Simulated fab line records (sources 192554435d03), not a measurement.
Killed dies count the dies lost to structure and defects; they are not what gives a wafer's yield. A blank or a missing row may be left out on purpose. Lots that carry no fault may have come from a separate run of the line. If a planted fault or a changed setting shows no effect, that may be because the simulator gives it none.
Chamber matching || flow n5_finfet || 4 sister chambers for N5_BEOL_M1_STRIP_36 on rie_diel-02
The step strips in N2/H2. 30 wafers are shown with their chamber, then 12 later ones without.

## WAFERS WITH THEIR CHAMBER
{"wafer": "L076.2", "chamber": 0, "showerhead_plenum_p_Torr (Torr)": 2.45, "drypump_motor_current_A (A)": 5.8, "oes_product_au (a.u.)": 0.86}
{"wafer": "L076.5", "chamber": 2, "showerhead_plenum_p_Torr (Torr)": 2.44, "drypump_motor_current_A (A)": 5.8, "oes_product_au (a.u.)": 0.72}
{"wafer": "L076.6", "chamber": 3, "showerhead_plenum_p_Torr (Torr)": 2.70, "drypump_motor_current_A (A)": 5.4, "oes_product_au (a.u.)": 0.87}
{"wafer": "L077.2", "chamber": 3, "showerhead_plenum_p_Torr (Torr)": 2.69, "drypump_motor_current_A (A)": 5.4, "oes_product_au (a.u.)": 0.87}
{"wafer": "L077.3", "chamber": 0, "showerhead_plenum_p_Torr (Torr)": 2.45, "drypump_motor_current_A (A)": 5.8, "oes_product_au (a.u.)": 0.85}
{"wafer": "L077.6", "chamber": 0, "showerhead_plenum_p_Torr (Torr)": 2.45, "drypump_motor_current_A (A)": 5.8, "oes_product_au (a.u.)": 0.85}
{"wafer": "L080.1", "chamber": 3, "showerhead_plenum_p_Torr (Torr)": 2.69, "drypump_motor_current_A (A)": 5.4, "oes_product_au (a.u.)": 0.87}
{"wafer": "L080.2", "chamber": 2, "showerhead_plenum_p_Torr (Torr)": 2.44, "drypump_motor_current_A (A)": 5.9, "oes_product_au (a.u.)": 0.70}
{"wafer": "L080.3", "chamber": 0, "showerhead_plenum_p_Torr (Torr)": 2.45, "drypump_motor_current_A (A)": 5.8, "oes_product_au (a.u.)": 0.84}
{"wafer": "L080.4", "chamber": 1, "showerhead_plenum_p_Torr (Torr)": 2.53, "drypump_motor_current_A (A)": 4.8, "oes_product_au (a.u.)": 0.77}
{"wafer": "L080.5", "chamber": 1, "showerhead_plenum_p_Torr (Torr)": 2.53, "drypump_motor_current_A (A)": 4.9, "oes_product_au (a.u.)": 0.77}
{"wafer": "L080.6", "chamber": 2, "showerhead_plenum_p_Torr (Torr)": 2.44, "drypump_motor_current_A (A)": 5.8, "oes_product_au (a.u.)": 0.70}
{"wafer": "L081.1", "chamber": 2, "showerhead_plenum_p_Torr (Torr)": 2.44, "drypump_motor_current_A (A)": 5.8, "oes_product_au (a.u.)": 0.70}
{"wafer": "L081.2", "chamber": 3, "showerhead_plenum_p_Torr (Torr)": 2.69, "drypump_motor_current_A (A)": 5.4, "oes_product_au (a.u.)": 0.87}
{"wafer": "L081.6", "chamber": 3, "showerhead_plenum_p_Torr (Torr)": 2.69, "drypump_motor_current_A (A)": 5.4, "oes_product_au (a.u.)": 0.85}
{"wafer": "L085.2", "chamber": 3, "showerhead_plenum_p_Torr (Torr)": 2.69, "drypump_motor_current_A (A)": 5.4, "oes_product_au (a.u.)": 0.84}
{"wafer": "L085.3", "chamber": 1, "showerhead_plenum_p_Torr (Torr)": 2.53, "drypump_motor_current_A (A)": 4.8, "oes_product_au (a.u.)": 0.76}
{"wafer": "L085.6", "chamber": 1, "showerhead_plenum_p_Torr (Torr)": 2.53, "drypump_motor_current_A (A)": 4.8, "oes_product_au (a.u.)": 0.76}
{"wafer": "L086.3", "chamber": 2, "showerhead_plenum_p_Torr (Torr)": 2.43, "drypump_motor_current_A (A)": 5.9, "oes_product_au (a.u.)": 0.69}
{"wafer": "L086.5", "chamber": 0, "showerhead_plenum_p_Torr (Torr)": 2.44, "drypump_motor_current_A (A)": 5.8, "oes_product_au (a.u.)": 0.81}
{"wafer": "L086.6", "chamber": 1, "showerhead_plenum_p_Torr (Torr)": 2.53, "drypump_motor_current_A (A)": 4.9, "oes_product_au (a.u.)": 0.78}
{"wafer": "L088.1", "chamber": 3, "showerhead_plenum_p_Torr (Torr)": 2.68, "drypump_motor_current_A (A)": 5.4, "oes_product_au (a.u.)": 0.83}
{"wafer": "L088.2", "chamber": 0, "showerhead_plenum_p_Torr (Torr)": 2.44, "drypump_motor_current_A (A)": 5.8, "oes_product_au (a.u.)": 0.82}
{"wafer": "L088.3", "chamber": 2, "showerhead_plenum_p_Torr (Torr)": 2.43, "drypump_motor_current_A (A)": 5.9, "oes_product_au (a.u.)": 0.69}
{"wafer": "L088.4", "chamber": 1, "showerhead_plenum_p_Torr (Torr)": 2.52, "drypump_motor_current_A (A)": 4.8, "oes_product_au (a.u.)": 0.77}
{"wafer": "L088.5", "chamber": 1, "showerhead_plenum_p_Torr (Torr)": 2.52, "drypump_motor_current_A (A)": 4.8, "oes_product_au (a.u.)": 0.76}
{"wafer": "L088.6", "chamber": 0, "showerhead_plenum_p_Torr (Torr)": 2.44, "drypump_motor_current_A (A)": 5.8, "oes_product_au (a.u.)": 0.81}
{"wafer": "L091.3", "chamber": 2, "showerhead_plenum_p_Torr (Torr)": 2.43, "drypump_motor_current_A (A)": 5.9, "oes_product_au (a.u.)": 0.69}
{"wafer": "L091.4", "chamber": 0, "showerhead_plenum_p_Torr (Torr)": 2.44, "drypump_motor_current_A (A)": 5.8, "oes_product_au (a.u.)": 0.81}
{"wafer": "L091.6", "chamber": 2, "showerhead_plenum_p_Torr (Torr)": 2.43, "drypump_motor_current_A (A)": 5.8, "oes_product_au (a.u.)": 0.70}

SIGNATURES (averages over the wafers above)
{"reading": "showerhead_plenum_p_Torr", "chamber 0": 2.4450, "chamber 1": 2.5271, "chamber 2": 2.4350, "chamber 3": 2.6900, "scatter within a chamber": 0.00535}
{"reading": "drypump_motor_current_A", "chamber 0": 5.800, "chamber 1": 4.829, "chamber 2": 5.850, "chamber 3": 5.400, "scatter within a chamber": 0.0363}
{"reading": "oes_product_au", "chamber 0": 0.8313, "chamber 1": 0.7671, "chamber 2": 0.6987, "chamber 3": 0.8571, "scatter within a chamber": 0.015}
Rule: for a wafer and a chamber, the distance is found by dividing, reading by reading, the gap between the wafer's reading and the chamber's mean by the reading's scatter, squaring, summing and taking the root. The wafer belongs to the nearest chamber; if the next one is less than 2 further off, it can't be placed. The scatter: the root of (the sum of the squares of (reading less its chamber's mean) over the shown wafers, divided by (wafers less chambers)).

## WAFERS WHOSE CHAMBER IS MISSING
{"wafer": "L093.1", "showerhead_plenum_p_Torr (Torr)": 2.44, "drypump_motor_current_A (A)": 5.8, "oes_product_au (a.u.)": 0.79}
{"wafer": "L093.2", "showerhead_plenum_p_Torr (Torr)": 2.43, "drypump_motor_current_A (A)": 5.8, "oes_product_au (a.u.)": 0.69}
{"wafer": "L093.3", "showerhead_plenum_p_Torr (Torr)": 2.68, "drypump_motor_current_A (A)": 5.4, "oes_product_au (a.u.)": 0.80}
{"wafer": "L093.4", "showerhead_plenum_p_Torr (Torr)": 2.68, "drypump_motor_current_A (A)": 5.4, "oes_product_au (a.u.)": 0.81}
{"wafer": "L093.5", "showerhead_plenum_p_Torr (Torr)": 2.44, "drypump_motor_current_A (A)": 5.8, "oes_product_au (a.u.)": 0.82}
{"wafer": "L093.6", "showerhead_plenum_p_Torr (Torr)": 2.43, "drypump_motor_current_A (A)": 5.9, "oes_product_au (a.u.)": 0.69}
{"wafer": "L095.1", "showerhead_plenum_p_Torr (Torr)": 2.68, "drypump_motor_current_A (A)": 5.4, "oes_product_au (a.u.)": 0.80}
{"wafer": "L095.3", "showerhead_plenum_p_Torr (Torr)": 2.43, "drypump_motor_current_A (A)": 5.9, "oes_product_au (a.u.)": 0.68}
{"wafer": "L095.6", "showerhead_plenum_p_Torr (Torr)": 2.43, "drypump_motor_current_A (A)": 5.8, "oes_product_au (a.u.)": 0.68}
{"wafer": "L097.2", "showerhead_plenum_p_Torr (Torr)": 2.68, "drypump_motor_current_A (A)": 5.4, "oes_product_au (a.u.)": 0.81}
{"wafer": "L097.3", "showerhead_plenum_p_Torr (Torr)": 2.43, "drypump_motor_current_A (A)": 5.8, "oes_product_au (a.u.)": 0.79}
{"wafer": "L097.6", "showerhead_plenum_p_Torr (Torr)": 2.68, "drypump_motor_current_A (A)": 5.4, "oes_product_au (a.u.)": 0.81}

## WHICH CHAMBER EACH WENT THROUGH
{"wafer": "L093.1", "from the rows above": 0, "in truth": 0}
{"wafer": "L093.2", "from the rows above": 2, "in truth": 2}
{"wafer": "L093.3", "from the rows above": 3, "in truth": 3}
{"wafer": "L093.4", "from the rows above": 3, "in truth": 3}
{"wafer": "L093.5", "from the rows above": 0, "in truth": 0}
{"wafer": "L093.6", "from the rows above": 2, "in truth": 2}
{"wafer": "L095.1", "from the rows above": 3, "in truth": 3}
{"wafer": "L095.3", "from the rows above": 2, "in truth": 2}
{"wafer": "L095.6", "from the rows above": 2, "in truth": 2}
{"wafer": "L097.2", "from the rows above": 3, "in truth": 3}
{"wafer": "L097.3", "from the rows above": 0, "in truth": 0}
{"wafer": "L097.6", "from the rows above": 3, "in truth": 3}
Placed correctly: 12 of 12. From these rows, 0 cannot be placed. Number placed wrongly: 0.
